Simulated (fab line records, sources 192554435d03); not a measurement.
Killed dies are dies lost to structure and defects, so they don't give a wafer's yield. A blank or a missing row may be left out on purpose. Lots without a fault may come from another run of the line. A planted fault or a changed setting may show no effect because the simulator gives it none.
Which tool did it? | flow n5_finfet | 12 lots, 36 wafers sampled, at 2 steps of a route of 1938

WHAT THE GAUGES READ, wafer by wafer
N5_BEOL_M3_CD_MEAS_28: target cd 25.7 nm, target cd y 23.3 nm.
lot  | measured     | on        | cd_nm (nm)
L075 | day 7 14:02  | cd_sem-02 | 25.94 25.56 25.71
L077 | day 7 23:23  | cd_sem-01 | 25.91 25.83 25.77
L080 | day 8 13:03  | cd_sem-02 | 25.52 25.63 25.64
L079 | day 8 22:49  | cd_sem-03 | 25.27 25.59 25.59
L082 | day 9 11:49  | cd_sem-01 | 25.51 25.78 25.88
L085 | day 10 05:44 | cd_sem-01 | 25.32 25.37 25.57
L087 | day 10 16:03 | cd_sem-01 | 25.64 25.33 25.70
L089 | day 11 08:10 | cd_sem-02 | 25.55 25.58 25.78
L091 | day 11 22:38 | cd_sem-01 | 26.09 25.34 26.04
L093 | day 12 05:46 | cd_sem-03 | 25.62 25.58 25.55
L095 | day 12 23:25 | cd_sem-03 | 25.76 25.74 25.68
L097 | day 13 04:35 | cd_sem-01 | 26.06 25.21 26.06

WHICH TOOL RAN EACH LOT (tool, then ch and the chambers of the sampled wafers, then the start)
lot  | N5_BEOL_M2_SPUTTER_96
L075 | pvd_sputter-01, day 7 11:13
L077 | pvd_sputter-03, day 7 20:32
L080 | pvd_sputter-03, day 8 09:05
L079 | pvd_sputter-03, day 8 19:21
L082 | pvd_sputter-03, day 9 07:41
L085 | pvd_sputter-02, day 10 01:34
L087 | pvd_sputter-01, day 10 12:31
L089 | pvd_sputter-02, day 11 02:26
L091 | pvd_sputter-03, day 11 17:24
L093 | pvd_sputter-03, day 12 01:20
L095 | pvd_sputter-02, day 12 20:01
L097 | pvd_sputter-02, day 13 01:01
- N5_BEOL_M2_SPUTTER_96: material Cu, target thk 4.5 nm, time 8.29 s.

THE ANSWER, worked out from the rows above alone
Rule: what is usual is taken from the lots themselves. Put in order of their means at a reading, lots are off if they are a third of the lots or fewer, leave a main group of 4 or more, and stand apart from it by a gap of 3 or more times the standard deviation of the main group's means; of several such gaps the widest counts. A main group whose means are all the same, to the digits that the tables above print for the reading, isn't used. A lot without any number at a reading at which 4 lots or more have one is off too. The other lots that the step has rows for count as sound.
No lot is off at any reading shown: from this, nothing can be told.

WHAT THE SIMULATOR HAD PUT IN
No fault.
